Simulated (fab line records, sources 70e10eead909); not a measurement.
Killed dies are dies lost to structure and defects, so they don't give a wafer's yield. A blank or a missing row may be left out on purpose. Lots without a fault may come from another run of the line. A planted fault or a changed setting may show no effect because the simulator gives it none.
A struck lot beside a sound one | flow nand_harc | 13 steps out of a route of 1302
Sound: wafers L114.3, L114.4, L114.5. Struck: wafers L108.1, L108.3, L108.6. The cause comes at the end.
At each step with rows: each side's tool, then ch and its chambers, then its first start. Under that, the readings that differ: sound wafers | struck wafers | difference of the means | sigmas: that difference in standard deviations of wafers without a fault.
alike: readings whose means differ by less than 2 such deviations, and words and numbers that are the same on both sides. not compared: withheld readings, readings that some wafer has no value for, bounds like >300 that may hide the same value, and numbers for which the record gives no deviation and whose values overlap.
The two part at a step that has a row with sigmas, a row that says differs or no value, or rows on one side only. Numbers that don't overlap but have no deviation are shown without sigmas and don't part them. A reading that every wafer of one side lacks parts them only if that side has two wafers or more.

NHARC_A_STAIRCASE_ETCH_170: etches the open film in C4F6/O2, target depth 200 nm, time 66.667 s.
  sound on rie_diel-08 ch 0,2,3; struck on rie_diel-02 ch 0,2,3
  alike: drypump_motor_current_A, oes_product_au, rf_vpp_V, showerhead_plenum_p_Torr, throttle_valve_pct
  not compared: rf_hours_counter_h
NHARC_A_STAIRCASE_STRIP_171: strips in O2.
  sound on plasma_asher-01 ch 0,1, day 23 06:50; struck on plasma_asher-02 ch 0, day 22 10:37
  alike: drypump_motor_current_A, heater_power_w
  not compared: rf_hours_counter_h
then, 10 steps without rows for these wafers: NHARC_A_STAIRCASE_STRIP_172 (strips in SPM, time 900 s); NHARC_A_STAIRCASE_PRECLEAN_173 (cleans in SC1); NHARC_A_STAIRCASE_SRD_174; NHARC_A_STAIRCASE_DEHYDRATE_01 (time 120 s); NHARC_A_STAIRCASE_HMDS_02 (time 30 s); NHARC_A_STAIRCASE_COAT_03; NHARC_A_STAIRCASE_SOFTBAKE_04 (time 170 s); NHARC_A_STAIRCASE_EBR_05; NHARC_A_STAIRCASE_EXPOSE_06 (exposes mask STAIR); NHARC_A_STAIRCASE_PEB_07 (peb time 130 s).
NHARC_A_STAIRCASE_DEVELOP_08: time 140 s.
  sound on litho_track-02 ch 0, day 23 07:00; struck on litho_track-02, day 22 11:00
  no value came back on the struck wafers for chill_plate_temp_C (C), exhaust_pa (Pa), resist_line_temp_C (C); on the sound wafers chill_plate_temp_C (C) reads 22.93 23.02 22.85

WHERE THEY PART
Only at NHARC_A_STAIRCASE_DEVELOP_08, within this record.

WHY: what the simulator had put in
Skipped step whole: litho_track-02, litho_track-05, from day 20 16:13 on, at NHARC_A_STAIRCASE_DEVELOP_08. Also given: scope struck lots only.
